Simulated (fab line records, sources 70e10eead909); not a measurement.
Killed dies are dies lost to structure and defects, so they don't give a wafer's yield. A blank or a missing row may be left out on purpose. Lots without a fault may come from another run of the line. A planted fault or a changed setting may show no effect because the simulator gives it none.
A struck lot beside a sound one | flow nand_harc | 15 steps out of a route of 1159
Sound: wafers L897.1, L897.2, L897.4. Struck: wafers L901.2, L901.3, L901.4. The cause comes at the end.
At each step with rows: each side's tool, then ch and its chambers, then its first start. Under that, the readings that differ: sound wafers | struck wafers | difference of the means | sigmas: that difference in standard deviations of wafers without a fault.
alike: readings whose means differ by less than 2 such deviations, and words and numbers that are the same on both sides. not compared: withheld readings, readings that some wafer has no value for, bounds like >300 that may hide the same value, and numbers for which the record gives no deviation and whose values overlap.
The two part at a step that has a row with sigmas, a row that says differs or no value, or rows on one side only. Numbers that don't overlap but have no deviation are shown without sigmas and don't part them. A reading that every wafer of one side lacks parts them only if that side has two wafers or more.

first, 1 step without rows for these wafers: NHARC_A_CONTACT_ETCH_138 (etches the open film in C4F8/O2/Ar, time 132 s, target depth 1289 nm).
NHARC_A_CONTACT_ETCH_139: etches the open film in C4F8/O2/Ar, time 137 s, target depth 590 nm.
  sound on har_cap_etch-02 ch 0,1, day 17 13:46; struck on har_cap_etch-02 ch 0,1, day 17 18:01
  alike: oes_air_line_au
  not compared: rf_hours_counter_h
NHARC_A_CONTACT_ETCH_92: etches the open film in CH3F/O2, target depth 40 nm, time 85.7 s.
  sound on rie_diel-13 ch 0,3, day 17 14:11; struck on rie_diel-01 ch 0,1,3, day 17 18:24
  reading                         | sound          | struck         | difference | sigmas
  showerhead_plenum_p_Torr (Torr) | 2.27 2.35 2.35 | 2.65 2.63 2.55 | +0.29      | +2
  alike: drypump_motor_current_A, o2_flow_sccm, oes_product_au, rf_vpp_V, throttle_valve_pct
  not compared: rf_hours_counter_h
then, 1 step without rows for these wafers: NHARC_A_CONTACT_ETCH_98 (etches the open film in C4F6/O2, target depth 20 nm, time 10 s).
NHARC_A_CONTACT_CD_MEAS_15:
  sound on cd_sem-03, day 17 14:26; struck on cd_sem-02, day 17 18:37
  alike: cd_nm
then, 3 steps without rows for these wafers: NHARC_A_CONTACT_STRIP_107 (strips in N2/H2); NHARC_A_CONTACT_STRIP_108 (strips in CF4/CHF3); NHARC_A_CONTACT_STRIP_109 (strips in O2/COS).
NHARC_A_CONTACT_ETCH_110: etches the open film in CF4/O2, target depth 50 nm, overetch 5 nm, time 27.5 s.
  sound on rie_diel-13 ch 1,3, day 17 15:01; struck on rie_diel-03 ch 0,1,3, day 17 19:13
  alike: drypump_motor_current_A, o2_flow_sccm, oes_f_703_au, oes_product_au, rf_vpp_V, showerhead_plenum_p_Torr, throttle_valve_pct
  not compared: rf_hours_counter_h
NHARC_A_CONTACT_STRIP_26: strips in O2.
  sound on rie_diel-13 ch 0,1,3; struck on rie_diel-03 ch 0,1,2
  alike: drypump_motor_current_A, o2_flow_sccm, oes_product_au, rf_vpp_V, showerhead_plenum_p_Torr, throttle_valve_pct
  not compared: rf_hours_counter_h
then, 1 step without rows for these wafers: NHARC_A_CONTACT_STRIP_27 (strips in post etch residue remover, time 600 s).
NHARC_A_CONTACT_ALD_18: deposits TiN, target thk 3 nm, pulse time 1 s, ald cycles 150.
  sound on ald_metal-04 ch 0,1,3, day 17 15:44; struck on ald_metal-02 ch 0,1,3, day 17 19:52
  reading               | sound       | struck   | difference | sigmas
  since_wet_clean_h (h) | 162 162 162 | 30 30 30 | -132       |
  alike: heater_power_w, precursor_pulse_height_rel
NHARC_A_CONTACT_CVD_19: deposits W, target thk 300 nm, time 802 s.
  sound on cvd_w-02 ch 0,1, day 17 15:56; struck on cvd_w-01 ch 0,1, day 17 21:11
  alike: heater_power_w, throttle_valve_pct
  not compared: since_wet_clean_h
NHARC_A_CONTACT_CMP_20: polishes, t overpolish 30 s, target thk 300 nm.
  sound on cmp-03 ch 0,2,3, day 17 16:51; struck on cmp-02 ch 1,2,3, day 17 22:07
  reading                | sound    | struck      | difference | sigmas
  time_to_endpoint_s (s) | 60 63 62 | 128 122 117 | +61        | +15
  alike: motor_current_A, overpolish_run_s
-- the record jumps here: 4 days lie between the struck wafers' starts before and after (it left off in module A_CONTACT and takes up again in module END, whose first step shown is number 1159 of the route) --
NHARC_END_SORT_01:
  the record has rows for the struck wafers here (prober-01 ch 0, day 21 11:58) and none for the sound ones

WHERE THEY PART
First at NHARC_A_CONTACT_ETCH_92; last, within this record, at NHARC_END_SORT_01.

WHY: what the simulator had put in
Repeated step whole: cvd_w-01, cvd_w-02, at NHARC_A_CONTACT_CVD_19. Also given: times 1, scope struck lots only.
